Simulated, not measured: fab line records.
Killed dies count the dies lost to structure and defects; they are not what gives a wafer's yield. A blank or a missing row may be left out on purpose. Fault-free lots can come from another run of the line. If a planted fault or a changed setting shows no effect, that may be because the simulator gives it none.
fab line records	flow n5-finfet
record: lots: 7	wafers: 18	last-day: 17
route steps=1938 shown GATE_CUT@492 BEOL_M4@1111 PASSIVATION@1936
lots with no fault: from the same line, run without faults
start-h: hours from the record's first day to the start of the lot's first wafer shown	wait-h: how many hours have passed since the lot's step before this one	" repeats the value in the row above	L1.1+2: a row that stands for several wafers	- no value present, or no start provided	* or withheld: withheld	< > ~ a bound
route shown NAME@n: NAME is a module with steps in the file, n the number in the route of the first one	usual: the fault-free wafers' mean and standard deviation	same: alike in all rows	chamber/n: place in a boat	sites: per-site readings	_std_site: the values' standard deviation	_edge_site: outer sites' mean less inner sites'	radius-mm: how far each site lies from the wafer's centre	mask NAME#n: copy n	behind: tool/chamber where the wafer was last shaped	hold: why the lot went on hold/how many hours it stayed there/how the hold came to an end	device: which transistor (n, p or np) failed to switch	end of line: at the end of the route, the tests of the same wafers	where a step has no rows: the recipe by itself	killed: the dies lost at the first sort to structure and to defects; this is not the yield of the wafer	map: the dies of a wafer, with x for killed, . for not killed, _ for no die there
set.NAME: the run value of the setting; set.NAME@STEP: its run value at that earlier step	model.NAME: the simulator's own value behind a step, which no gauge read
lots at selected steps of the route; one table per step, one row per wafer
services: a tool's chamber out of use, with start hour (start-h, from the record's first day; less than 0 if before it), hours out, and reason
== steps ==
step: N5_GATE_CUT_ETCH_36
recipe: chemistry: CF4	target: SiARC	target-depth-a: 130	mask-material: CAR-EUV	time-s: 21.7	ion-energy-ev: 80	pressure-mtorr: 40	source-w: 545	bias-w: 36	Ar_flow_sccm: 100	cf4-flow-sccm: 100	ends: cleared
step: N5_GATE_CUT_ETCH_37
recipe: chemistry: N2/H2	target: SOC	target-depth-a: 600	overetch-a: 120	mask-material: SiARC	temp-c: 40	time-s: 90	ion-energy-ev: 200	pressure-mtorr: 30	source-w: 840	bias-w: 150	n2-flow-sccm: 200	h2-flow-sccm: 200
usual: drypump-motor-current-A: 5.5/0.38	oes-product-au: 0.71/0.071	rf-fwd-power-W: 834/3.2	rf-vpp-V: 524.3/2	showerhead-plenum-p-Torr: 2.55/0.058	temp-c: 39.98/0.11	throttle-valve-pct: 17.79/0.25
lot.wafer	tool	chamber	start-h	wait-h	drypump-motor-current-A	oes-product-au	rf-fwd-power-W	rf-hours-counter-h	rf-vpp-V	showerhead-plenum-p-Torr	temp-c	throttle-valve-pct
L379.1	rie-diel-05	0	86.36	0.0	4.9	0.65	832	191	523.7	2.53	40.01	18.05
L379.5	"	0	"	"	4.9	0.64	833	-	525.3	2.53	40.07	18.03
L379.6	"	3	"	"	5.4	0.71	838	-	525.3	2.56	39.92	17.49
L381.1	rie-diel-03	1	94.16	0.0	5.1	0.76	836	58	524.9	2.58	39.92	17.57
L381.4	"	0	"	"	6.3	0.62	841	245	522.6	2.50	39.99	17.86
L381.6	"	2	"	"	5.8	0.65	834	-	527.8	2.63	39.85	17.51
L380.1	rie-diel-06	3	97.28	0.0	5.2	0.63	834	219	524.3	2.50	39.94	18.04
L380.2	"	0	"	"	5.4	0.67	834	176	521.8	2.53	39.94	18.03
L380.3	"	2	"	"	5.8	0.73	837	73	525.7	2.58	40.01	17.82
L390.4	rie-diel-03	1	147.86	0.0	5.1	0.74	841	76	524.1	2.57	39.91	17.61
L390.5	"	0	"	"	6.3	0.84	832	-	521.3	2.50	40.03	17.49
L390.6	"	3	"	"	5.5	0.69	831	-	522.9	2.55	39.87	18.10
L398.2	rie-diel-05	3	199.32	0.0	5.4	0.69	830	132	524.5	2.55	40.03	17.56
L398.4	"	1	"	"	4.9	0.77	834	64	522.0	2.48	40.15	17.52
L399.4	rie-diel-06	0	205.44	0.0	5.4	0.65	837	211	522.7	2.52	39.91	18.09
L399.5	"	2	"	"	5.8	0.69	835	-	525.4	2.56	39.92	17.89
L400.4	rie-diel-06	0	210.17	0.0	5.4	0.64	833	214	523.0	2.52	39.98	18.08
L400.5	"	1	"	"	5.7	0.84	838	-	530.1	2.71	40.18	17.64
step: N5_GATE_CUT_STRIP_38
recipe: chemistry: N2/H2	temp-c: 40	n2-flow-sccm: 200	h2-flow-sccm: 200	rf-frequency-hz: 6e+07
step: N5_GATE_CUT_STRIP_39
recipe: chemistry: N2/H2	temp-c: 40	n2-flow-sccm: 200	h2-flow-sccm: 200	rf-frequency-hz: 6e+07
step: N5_GATE_CUT_HM_OPEN_40
recipe: chemistry: C4F6/O2	target: SiO2	mask-material: SiARC	target-depth-a: 1390	time-s: 85.1	ion-energy-ev: 250	pressure-mtorr: 30	source-w: 345	bias-w: 185	Ar_flow_sccm: 300	C4F6_flow_sccm: 10	O2_flow_sccm: 10	ends: cleared
step: N5_GATE_CUT_STRIP_41
recipe: chemistry: CF4	resist: SiARC	power-w: 300	bias-power-w: 75	pressure-mtorr: 50	cf4-flow-sccm: 150	rf-frequency-hz: 6e+07
usual: drypump-motor-current-A: 5.5/0.37	oes-product-au: 0.184/0.018	rf-fwd-power-W: 293.8/1.7	rf-vpp-V: 271.2/1.2	showerhead-plenum-p-Torr: 1.80/0.041	throttle-valve-pct: 13.56/0.25
lot.wafer	tool	chamber	start-h	wait-h	drypump-motor-current-A	oes-product-au	rf-fwd-power-W	rf-hours-counter-h	rf-vpp-V	showerhead-plenum-p-Torr	throttle-valve-pct
L379.1	rie-diel-05	0	86.50	0.0	4.9	0.160	293.0	192	270.9	1.78	13.83
L379.5	"	0	"	"	4.9	0.166	294.7	-	272.7	1.78	13.83
L379.6	"	3	"	"	5.4	0.179	295.2	-	270.8	1.81	13.29
L381.1	rie-diel-03	1	94.30	0.0	5.1	0.195	295.5	58	270.1	1.81	13.28
L381.4	"	0	"	"	6.2	0.161	296.9	245	270.5	1.77	13.71
L381.6	"	2	"	"	5.7	0.172	293.0	-	271.7	1.87	13.41
L380.1	rie-diel-06	3	97.43	0.0	5.2	0.168	293.3	220	272.1	1.77	13.89
L380.2	"	0	"	"	5.4	0.179	292.0	176	272.7	1.78	13.76
L380.3	"	2	"	"	5.8	0.185	296.1	73	271.8	1.82	13.55
L390.4	rie-diel-03	1	148.00	0.0	5.1	0.199	296.9	76	270.8	1.81	13.31
L390.5	"	0	"	"	6.2	0.224	296.7	-	272.2	1.77	13.19
L390.6	"	3	"	"	5.4	0.176	292.3	-	271.8	1.79	13.80
L398.2	rie-diel-05	3	199.47	0.0	5.4	0.176	295.0	132	270.9	1.80	13.39
L398.4	"	1	"	"	4.9	0.198	291.8	64	268.4	1.74	13.29
L399.4	rie-diel-06	0	205.59	0.0	5.4	0.165	291.4	212	270.8	1.77	13.84
L399.5	"	2	"	"	5.8	0.177	296.2	-	272.9	1.81	13.65
L400.4	rie-diel-06	0	210.32	0.0	5.4	0.160	293.0	214	271.4	1.77	13.86
L400.5	"	1	"	"	5.8	0.219	293.6	-	274.3	1.90	13.29
step: N5_GATE_CUT_STRIP_42
recipe: chemistry: O2	power-w: 400	temp-c: 40	pressure-mtorr: 30	rf-frequency-hz: 6e+07	bias-power-w: 0	overash-fraction: 0.3	o2-flow-sccm: 225
step: N5_GATE_CUT_ETCH_19
recipe: chemistry: CH3F/O2	target: SiNx	mask-material: SiO2	target-depth-a: 537	time-s: 76.7	pressure-mtorr: 30	source-w: 395	bias-w: 73	Ar_flow_sccm: 150	CH3F_flow_sccm: 30	O2_flow_sccm: 20	ion-energy-ev: 120	ends: cleared
step: N5_GATE_CUT_CUT_ETCH_53
recipe: chemistry: SF6/Cl2	target: W	mask-material: SiO2	target-depth-a: 792	pressure-mtorr: 8	icp-w: 900	bias-w: 80	SF6_flow_sccm: 40	Cl2_flow_sccm: 60	ends: cleared
usual: SF6_flow_sccm: 39.97/0.12	drypump-motor-current-A: 5.8/0.42	etch-rf-on-time-s: 26.3/0.34	oes-product-au: 0.72/0.072	rf-fwd-power-W: 880/3.6	throttle-valve-pct: 28.84/0.18
lot.wafer	tool	chamber	start-h	wait-h	SF6_flow_sccm	drypump-motor-current-A	etch-rf-on-time-s	oes-product-au	rf-fwd-power-W	rf-hours-counter-h	throttle-valve-pct
L379.1	rie-metal-01	0	86.67	0.1	40.05	5.3	26.1	0.82	884	10	28.93
L379.5	"	1	"	"	39.99	5.3	26.0	0.81	875	-	28.80
L379.6	"	0	"	"	40.29	5.3	25.9	0.82	884	-	28.94
L381.1	rie-metal-03	0	94.47	0.1	40.14	5.6	27.0	0.67	875	51	28.55
L381.4	"	1	"	"	39.90	6.5	26.5	0.55	872	-	29.44
L381.6	"	1	"	"	39.67	6.5	26.5	0.54	880	-	29.46
L380.1	rie-metal-02	0	97.59	0.1	39.93	5.6	26.4	0.70	875	38	28.62
L380.2	"	1	"	"	39.86	6.1	26.4	0.66	881	46	28.87
L380.3	"	1	"	"	39.81	6.1	26.7	0.66	881	-	28.86
L390.4	rie-metal-01	1	148.19	0.1	40.19	5.3	26.0	0.78	883	-	28.81
L390.5	"	1	"	"	40.08	5.3	26.0	0.79	881	-	28.81
L390.6	"	0	"	"	39.67	5.3	26.1	0.79	879	-	28.94
L398.2	rie-metal-03	1	199.64	0.1	39.97	6.5	26.0	0.83	878	4	29.13
L398.4	"	0	"	"	40.07	5.6	26.7	0.66	876	-	28.57
L399.4	rie-metal-03	1	205.79	0.1	40.02	6.5	26.2	0.82	875	-	29.12
L399.5	"	1	"	"	39.93	6.4	26.0	0.83	878	-	29.12
L400.4	rie-metal-03	0	210.50	0.1	40.15	5.6	26.8	0.66	876	-	28.58
L400.5	"	1	"	"	39.72	6.4	25.9	0.82	878	-	29.13
step: N5_GATE_CUT_CUT_ETCH_54
recipe: chemistry: Cl2/BCl3	target: TiN	mask-material: SiO2	target-depth-a: 967	pressure-mtorr: 10	icp-w: 1000	bias-w: 126	Cl2_flow_sccm: 53.25	bcl3-flow-sccm: 21.75	Ar_flow_sccm: 25	ends: cleared
step: N5_GATE_CUT_CUT_ETCH_55
recipe: chemistry: BCl3	target: HfO2	mask-material: SiO2	target-depth-a: 32	ion-energy-ev: 30	pressure-mtorr: 5	icp-w: 450	bias-w: 18	bcl3-flow-sccm: 80
step: N5_GATE_CUT_ETCH_47
recipe: chemistry: Cl2/BCl3	target: SiO2	target-depth-a: 100	pressure-mtorr: 10	icp-w: 1000	bias-w: 126	Cl2_flow_sccm: 53.25	bcl3-flow-sccm: 21.75	Ar_flow_sccm: 25
usual: drypump-motor-current-A: 5.8/0.42	oes-product-au: 0.80/0.079	rf-fwd-power-W: 983/5.5	throttle-valve-pct: 22.71/0.12
lot.wafer	tool	chamber	start-h	wait-h	drypump-motor-current-A	oes-product-au	rf-fwd-power-W	rf-hours-counter-h	throttle-valve-pct
L379.1	rie-metal-01	0	86.82	0.0	5.3	0.90	981	10	22.73
L379.5	"	1	"	"	5.3	0.89	982	-	22.65
L379.6	"	0	"	"	5.3	0.91	987	-	22.74
L381.1	rie-metal-03	0	94.62	0.0	5.6	0.77	983	51	22.54
L381.4	"	1	"	"	6.5	0.60	975	-	23.21
L381.6	"	1	"	"	6.4	0.60	972	-	23.21
L380.1	rie-metal-02	0	97.74	0.0	5.6	0.78	980	38	22.56
L380.2	"	1	"	"	6.1	0.74	983	46	22.76
L380.3	"	1	"	"	6.1	0.74	981	-	22.75
L390.4	rie-metal-01	1	148.33	0.0	5.3	0.87	986	-	22.68
L390.5	"	1	"	"	5.3	0.87	983	-	22.70
L390.6	"	0	"	"	5.3	0.88	987	-	22.77
L398.2	rie-metal-03	1	199.79	0.0	6.5	0.91	968	4	22.86
L398.4	"	0	"	"	5.6	0.72	979	-	22.55
L399.4	rie-metal-03	1	205.93	0.0	6.5	0.92	976	-	22.85
L399.5	"	1	"	"	6.4	0.92	974	-	22.85
L400.4	rie-metal-03	0	210.64	0.0	5.6	0.73	979	-	22.55
L400.5	"	1	"	"	6.5	0.90	970	-	22.86
step: N5_GATE_CUT_VAPOR_ETCH_48
recipe: chemistry: BCl3/Cl2	target: TiN	mode: isotropic
usual: drypump-motor-current-A: 5.7/0.42	oes-product-au: 0.80/0.08
lot.wafer	tool	chamber	start-h	wait-h	drypump-motor-current-A	oes-product-au
L379.1	rie-metal-01	0	86.85	0.0	5.3	0.91
L379.5	"	1	"	"	5.3	0.90
L379.6	"	0	"	"	5.3	0.91
L381.1	rie-metal-03	0	94.65	0.0	5.6	0.77
L381.4	"	1	"	"	6.4	0.60
L381.6	"	1	"	"	6.4	0.60
L380.1	rie-metal-02	0	97.77	0.0	5.6	0.77
L380.2	"	1	"	"	6.1	0.74
L380.3	"	1	"	"	6.1	0.73
L390.4	rie-metal-01	1	148.36	0.0	5.3	0.87
L390.5	"	1	"	"	5.3	0.87
L390.6	"	0	"	"	5.3	0.88
L398.2	rie-metal-03	1	199.82	0.0	6.5	1.31
L398.4	"	0	"	"	5.6	0.74
L399.4	rie-metal-03	1	205.96	0.0	6.5	0.91
L399.5	"	1	"	"	6.4	1.30
L400.4	rie-metal-03	0	210.67	0.0	5.6	0.73
L400.5	"	1	"	"	6.5	1.29
step: N5_GATE_CUT_VAPOR_ETCH_49
recipe: chemistry: BCl3/Cl2	target: TiAlC	mode: isotropic
usual: drypump-motor-current-A: 5.8/0.41	oes-product-au: 0.80/0.079
lot.wafer	tool	chamber	start-h	wait-h	drypump-motor-current-A	oes-product-au
L379.1	rie-metal-01	0	86.88	0.0	5.3	0.91
L379.5	"	1	"	"	5.3	0.89
L379.6	"	0	"	"	5.4	0.91
L381.1	rie-metal-03	0	94.68	0.0	5.6	0.75
L381.4	"	1	"	"	6.5	0.60
L381.6	"	1	"	"	6.4	0.60
L380.1	rie-metal-02	0	97.80	0.0	5.6	0.78
L380.2	"	1	"	"	6.1	0.74
L380.3	"	1	"	"	6.1	0.74
L390.4	rie-metal-01	1	148.39	0.0	5.3	0.87
L390.5	"	1	"	"	5.3	0.87
L390.6	"	0	"	"	5.3	0.88
L398.2	rie-metal-03	1	199.85	0.0	6.4	0.92
L398.4	"	0	"	"	5.6	0.73
L399.4	rie-metal-03	1	205.99	0.0	6.4	0.91
L399.5	"	1	"	"	6.4	0.91
L400.4	rie-metal-03	0	210.70	0.0	5.6	0.73
L400.5	"	1	"	"	6.5	0.91
step: N5_BEOL_M4_RC_MEAS_101
usual: DIBL_N: 36.2/1.2	DIBL_P: 36.3/1.3	IOFF_N: 0.155/0.019	IOFF_P: 0.210/0.029	ION_N: 677/8.6	ION_P: 465/6.8	SS_N: 71.4/0.48	SS_P: 73.2/0.53	VT_N: 249.9/2.4	VT_P: -250/3.2
lot.wafer	tool	chamber	start-h	wait-h	DIBL_N[mV/V]	DIBL_P[mV/V]	IOFF_N[nA/um]	IOFF_P[nA/um]	ION_N[uA/um]	ION_P[uA/um]	SS_N[mV/dec]	SS_P[mV/dec]	VT_N[mV]	VT_P[mV]
L379.1	prober-02	0	158.27	0.0	36.7	37.5	0.172	0.218	680	469	71.5	73.3	249.2	-250
L379.5	"	0	"	"	37.2	37.8	0.173	0.225	686	469	71.9	72.9	251.2	-250
L379.6	"	0	"	"	37.2	37.5	0.171	0.211	678	466	71.6	72.8	249.5	-249
L381.1	prober-02	0	164.41	0.0	37.0	38.1	0.186	0.255	703	479	71.3	74.4	242.8	-246
L381.4	"	0	"	"	36.0	36.2	0.160	0.230	678	470	71.3	73.4	245.2	-247
L381.6	"	0	"	"	34.6	34.7	0.137	0.204	680	469	70.7	73.1	250.8	-249
L380.1	prober-01	0	176.24	0.0	36.1	37.7	0.154	0.207	669	463	70.9	73.6	251.4	-251
L380.2	"	0	"	"	35.2	36.8	0.134	0.187	667	460	71.1	73.5	252.7	-256
L380.3	"	0	"	"	37.8	38.9	0.171	0.217	681	464	72.5	74.4	251.8	-252
L390.4	prober-01	0	254.03	0.5	36.9	36.8	0.174	0.242	679	470	71.8	73.6	248.2	-248
L390.5	"	0	"	"	37.3	37.2	0.191	0.256	685	471	71.7	74.4	246.6	-248
L390.6	"	0	"	"	34.5	34.0	0.137	0.197	658	461	71.2	72.6	249.8	-251
L398.2	prober-02	0	285.07	0.2	35.9	36.4	0.171	0.222	679	466	71.4	73.7	246.4	-249
L398.4	"	0	"	"	34.9	35.4	0.147	0.206	673	465	71.1	73.6	248.3	-249
L399.4	prober-02	0	304.20	0.5	34.2	34.3	0.115	0.157	675	459	70.7	72.1	252.4	-255
L399.5	"	0	"	"	34.5	34.9	0.122	0.162	659	449	71.0	72.6	253.1	-254
L400.4	prober-02	0	308.47	0.5	38.5	38.3	0.184	0.237	684	466	72.1	73.5	246.3	-250
L400.5	"	0	"	"	36.4	34.6	0.132	0.179	663	458	70.8	71.6	250.5	-254
step: N5_PASSIVATION_PROBE_49
usual: defect-limited-yield: 91.2/1.4	killed_at_M0_to_M3: 34/10	killed_at_M4_up: 13/5.1	killed-at-contacts: 12/6.5	killed-at-front-end: 41/11	killed-at-other: 4/3.3	killed-dies: 104/16	killed-open: 69/13	killed-short: 33/7	sort_bin_5_function: 5.1/0.91	sort_bin_6_memory: 3.3/0.69	sort-n-pass: 1076/16	sort-yield-pct: 91.2/1.4
same: gross-dies: 1180	killed-at-back-side: 0	sort_bin_4_leakage[%]: 0	sort_bin_8_speed[%]: 0
lot.wafer	tool	chamber	start-h	wait-h	defect-limited-yield[%]	killed_at_M0_to_M3	killed_at_M4_up	killed-at-contacts	killed-at-front-end	killed-at-other	killed-dies	killed-open	killed-short	sort_bin_5_function[%]	sort_bin_6_memory[%]	sort-n-pass	sort-yield-pct[%]
L379.1	prober-02	-	266.31	0.0	92.6	24	9	23	25	6	87	56	30	5.0	2.1	1093	92.6
L379.5	prober-02	-	266.51	0.2	90.0	44	8	27	33	6	118	84	32	6.9	3.1	1062	90.0
L379.6	prober-02	-	266.56	0.3	90.8	37	9	12	43	8	109	64	45	5.0	3.6	1071	90.8
L381.1	prober-01	-	274.30	0.0	89.1	65	11	9	42	2	129	89	40	6.1	4.5	1051	89.1
L381.4	prober-01	-	274.45	0.2	88.8	51	10	13	52	6	132	90	41	6.9	3.8	1048	88.8
L381.6	prober-01	-	274.55	0.3	89.9	58	7	20	33	1	119	75	44	5.8	3.9	1061	89.9
L390.4	prober-02	-	356.74	0.2	91.0	42	12	5	46	1	106	63	37	4.8	3.2	1074	91.0
killed by level:class
L379.1 MOL_CONTACT_COAG:geometric-particle:open=19 BEOL_M1:geometric-particle:short=5 BEOL_M2:geometric-particle:open=5 FIN_SAQP:geometric-particle:open=4 GATE_CUT:geometric-particle:short=4 MOL_CONTACT_COAG:geometric-particle:short=4 BEOL_M3:geometric-particle:open=4 STI_FIN_REVEAL:geometric-particle:open=3
L379.5 MOL_CONTACT_COAG:geometric-particle:open=21 BEOL_M2:geometric-particle:open=13 BEOL_M3:geometric-particle:open=13 STI_FIN_REVEAL:geometric-particle:open=9 MOL_CONTACT_COAG:geometric-particle:short=6 BEOL_M0_SAQP:geometric-particle:open=6 STARTING-WAFER:geometric-particle:short=5 BEOL_M0_SAQP:geometric-particle:short=4
L379.6 STI_FIN_REVEAL:geometric-particle:open=10 MOL_CONTACT_COAG:geometric-particle:open=9 BEOL_M3:geometric-particle:open=8 BEOL_M3:geometric-particle:short=7 FIN_SAQP:geometric-particle:short=6 GATE_CUT:geometric-particle:short=6 BEOL_M0_SAQP:geometric-particle:short=6 FIN_SAQP:geometric-particle:open=4
L381.1 BEOL_M0_SAQP:geometric-particle:open=22 STI_FIN_REVEAL:geometric-particle:open=19 BEOL_M0_SAQP:geometric-particle:short=17 BEOL_M3:geometric-particle:open=11 MOL_CONTACT_COAG:geometric-particle:open=8 BEOL_M2:geometric-particle:open=8 FIN_SAQP:geometric-particle:short=5 FIN_SAQP:geometric-particle:open=4
L381.4 STI_FIN_REVEAL:geometric-particle:open=21 BEOL_M2:geometric-particle:open=16 BEOL_M0_SAQP:geometric-particle:short=13 MOL_CONTACT_COAG:geometric-particle:open=11 FIN_SAQP:geometric-particle:open=10 GATE_CUT:geometric-particle:short=8 BEOL_M0_SAQP:geometric-particle:open=7 BEOL_M1:geometric-particle:open=7
L381.6 BEOL_M2:geometric-particle:open=15 MOL_CONTACT_COAG:geometric-particle:open=12 BEOL_M0_SAQP:geometric-particle:short=12 BEOL_M0_SAQP:geometric-particle:open=9 STI_FIN_REVEAL:geometric-particle:open=8 BEOL_M3:geometric-particle:open=8 MOL_CONTACT_COAG:geometric-particle:short=8 BEOL_M2:geometric-particle:short=6
L390.4 BEOL_M1:geometric-particle:open=13 BEOL_M0_SAQP:geometric-particle:short=11 FIN_SAQP:geometric-particle:short=10 STI_FIN_REVEAL:geometric-particle:open=8 BEOL_M0_SAQP:geometric-particle:open=8 FIN_SAQP:geometric-particle:open=7 BEOL_M4:geometric-particle:open=6 HKMG_FIN:area-etch=6
== services ==
tool	chamber	start-h	hours	kind
rie-metal-03	-	102.48	14.6	pm
rie-metal-03	1	127.10	-	clean
rie-metal-03	1	127.10	25.3	scheduled-down
rie-metal-03	1	127.10	25.3	vent-cycle
rie-metal-02	0	129.10	1.5	repair
rie-metal-01	-	136.82	1.2	repair
rie-metal-02	1	138.88	2.5	repair
rie-metal-02	0	142.22	4.0	repair
rie-diel-06	1	144.27	14.9	repair
rie-diel-03	3	152.15	13.5	repair
rie-diel-03	-	157.17	10.0	pm
rie-diel-06	1	161.77	-	clean
rie-diel-06	1	161.77	-	consumable-replace:focus-ring
rie-diel-06	1	161.77	-	consumable-replace:showerhead
rie-diel-06	1	161.77	18.3	scheduled-down
rie-diel-06	1	161.77	18.3	vent-cycle
rie-metal-02	-	175.48	15.6	pm
rie-diel-05	3	175.74	3.6	repair
rie-diel-06	3	180.34	-	clean
rie-diel-06	3	180.34	-	consumable-replace:focus-ring
rie-diel-06	3	180.34	15.5	scheduled-down
rie-metal-02	-	191.08	4.3	pm
rie-metal-02	-	200.62	0.2	repair
rie-diel-03	0	209.33	4.7	repair
== key ==
first-sign: step: N5_GATE_CUT_VAPOR_ETCH_48	reading: oes-product-au	direction: up	sigmas: 6.3	usual: 0.80	struck: 1.30
effect none on later readings
met-at N5_GATE_CUT_VAPOR_ETCH_48
struck-wafers L398.2,L399.5,L400.5
onset-between 94.65 199.82
fault: kind: process-parameter-drift	tool: rie-metal-03	chamber: -	onset-h: 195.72	steps: N5_GATE_CUT_VAPOR_ETCH_48	channel: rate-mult	offset: 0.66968	shape: step	end-h: 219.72	scope: struck-wafers-only
